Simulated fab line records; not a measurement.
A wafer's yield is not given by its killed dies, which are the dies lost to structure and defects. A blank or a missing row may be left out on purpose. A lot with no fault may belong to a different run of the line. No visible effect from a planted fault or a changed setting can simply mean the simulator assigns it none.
Which tool was responsible?	flow n5-finfet	9 lots with 27 wafers sampled at 4 steps, on a route of 1938 steps

## WHAT EACH GAUGE READ, for each wafer
N5_BEOL_M0_RS_MEAS_126: the measuring method here is four-point-probe.
lot	measured	on	M0_RS (ohm/sq)
L539	day 6 04:31	film-metro-01	0.526 0.484 0.520
L542	day 7 00:47	film-metro-01	0.532 0.535 0.545
L543	day 7 04:52	film-metro-01	0.539 0.514 0.497
L544	day 7 12:32	film-metro-02	0.533 0.551 1.143
L546	day 8 01:43	film-metro-02	0.562 0.553 0.554
L547	day 8 08:33	film-metro-02	0.517 1.136 1.116
L556	day 10 15:16	film-metro-01	0.517 0.528 0.507
L557	day 10 17:21	film-metro-01	0.543 0.519 0.551
L560	day 11 15:14	film-metro-02	0.513 0.511 0.508

## WHAT TOOL EACH LOT RAN ON (gives the tool, then ch and the chambers of the sampled wafers, and finally the start)
lot	N5_BEOL_M0_SAQP_ILD_DEP_01	N5_BEOL_M0_DEGAS_112	N5_BEOL_M0_ANNEAL_117
L539	pecvd-01 ch 1,2, day 5 14:59	pvd-sputter-01, day 6 02:00	pvd-sputter-01, day 6 02:49
L542	pecvd-01 ch 0,1,2, day 6 11:01	pvd-sputter-03, day 6 22:07	pvd-sputter-02, day 6 23:01
L543	pecvd-01 ch 0,1,2, day 6 15:08	pvd-sputter-03, day 7 01:43	pvd-sputter-01, day 7 03:09
L544	pecvd-01 ch 0,2, day 6 23:08	pvd-sputter-03, day 7 10:28	pvd-sputter-02, day 7 11:09
L546	pecvd-02 ch 1,2, day 7 13:09	pvd-sputter-01, day 7 22:16	pvd-sputter-03, day 8 00:23
L547	pecvd-01 ch 0,1, day 7 16:08	pvd-sputter-01, day 8 06:20	pvd-sputter-03, day 8 07:01
L556	pecvd-02 ch 0,1, day 9 23:28	pvd-sputter-01, day 10 12:55	pvd-sputter-03, day 10 13:56
L557	pecvd-01 ch 0,1,2, day 10 04:07	pvd-sputter-03, day 10 15:14	pvd-sputter-01, day 10 16:02
L560	pecvd-01 ch 0,1,2, day 11 02:20	pvd-sputter-01, day 11 12:56	pvd-sputter-03, day 11 13:52
- N5_BEOL_M0_SAQP_ILD_DEP_01: deposits SiOC from DEMS/O2, target thk 45.419 nm, time 8.7 s.
- N5_BEOL_M0_DEGAS_112: time 60 s.
- N5_BEOL_M0_ANNEAL_117: time 60 s.

## THE ANSWER, worked out from the rows above alone
Rule: the usual values come from the lots themselves. The widest of any qualifying gaps counts: lots, ordered by their means at a reading, are off when they make up no more than a third of the lots, leave a main group of 4 or more, and stand apart from it by 3 or more times the standard deviation of that group's means. If all means in a main group match to the digits the tables above print for the reading, that group is not used. Also off: a lot with no number at a reading for which 4 or more lots have one. Any other lot the step has rows for is counted as sound.
Off: L544, L547, seen at N5_BEOL_M0_RS_MEAS_126 (M0_RS). Mean 0.527 ohm/sq and standard deviation 0.016 in the main group.
If a tool, at a process step before that reading, ran all the lots that are off and no sound lot after the first of them, it fits. The gauges at N5_BEOL_M0_RS_MEAS_126 are tried like those tools. Not one of the candidates tried fits.

## WHAT HAD BEEN PUT IN BY THE SIMULATOR
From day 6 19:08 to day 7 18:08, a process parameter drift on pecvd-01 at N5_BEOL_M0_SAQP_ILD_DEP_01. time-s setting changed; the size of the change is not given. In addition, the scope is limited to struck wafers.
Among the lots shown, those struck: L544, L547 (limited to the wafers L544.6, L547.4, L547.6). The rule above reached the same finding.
